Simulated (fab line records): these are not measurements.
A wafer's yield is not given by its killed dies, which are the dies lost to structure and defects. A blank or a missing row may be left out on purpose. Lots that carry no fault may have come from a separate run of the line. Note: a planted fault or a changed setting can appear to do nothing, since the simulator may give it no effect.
Matching of chambers -- flow n5-finfet -- N5_BEOL_M0_SAQP_ETCH_88 on rie-diel-05 has 4 sister chambers
The step etches underlayer in N2/H2, target depth 6.5 nm, time 5.2 s. 8 wafers are shown with their chamber, then 9 later ones without.

== WAFERS PAIRED WITH THEIR CHAMBERS ==
wafer,chamber,showerhead-plenum-p-Torr (Torr),throttle-valve-pct (%)
L076.4,2,2.43,17.89
L082.1,3,2.45,17.84
L082.4,2,2.43,17.90
L085.2,0,2.48,17.57
L085.6,1,2.51,18.36
L088.2,1,2.51,17.96
L088.3,3,2.44,17.91
L088.5,0,2.48,17.59

== WAFERS WITH NO CHAMBER GIVEN ==
wafer,showerhead-plenum-p-Torr (Torr),throttle-valve-pct (%)
L093.1,2.51,17.96
L093.4,2.47,17.59
L093.5,2.51,17.96
L094.2,2.42,17.93
L094.3,2.51,17.95
L094.4,2.44,17.88
L097.1,2.44,17.92
L097.4,2.47,17.60
L097.5,2.47,17.64

== THE CHAMBER EACH PASSED THROUGH ==
wafer,from the rows above,in truth
L093.1,1,1
L093.4,0,0
L093.5,1,1
L094.2,2,2
L094.3,1,1
L094.4,can't be placed: 3 or 2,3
L097.1,can't be placed: 3 or 2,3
L097.4,0,0
L097.5,0,0
Placed correctly: 7 of 9. Cannot be placed on the basis of these rows: 2; the candidates contain the true chamber in 2. Placed wrongly: 0.
How it was worked out, from the rows above alone: a wafer's distance from a chamber is the root of the sum, over the readings, of the square of ((its reading less the chamber's mean) divided by the reading's scatter). The wafer belongs to the nearest chamber; if the next one is less than 2 further off, it can't be placed. For every chamber, the mean is computed from those of its wafers that are shown. The scatter: take each reading less its chamber's mean, square it, sum over the shown wafers, divide by the number of wafers less the number of chambers, and take the root.
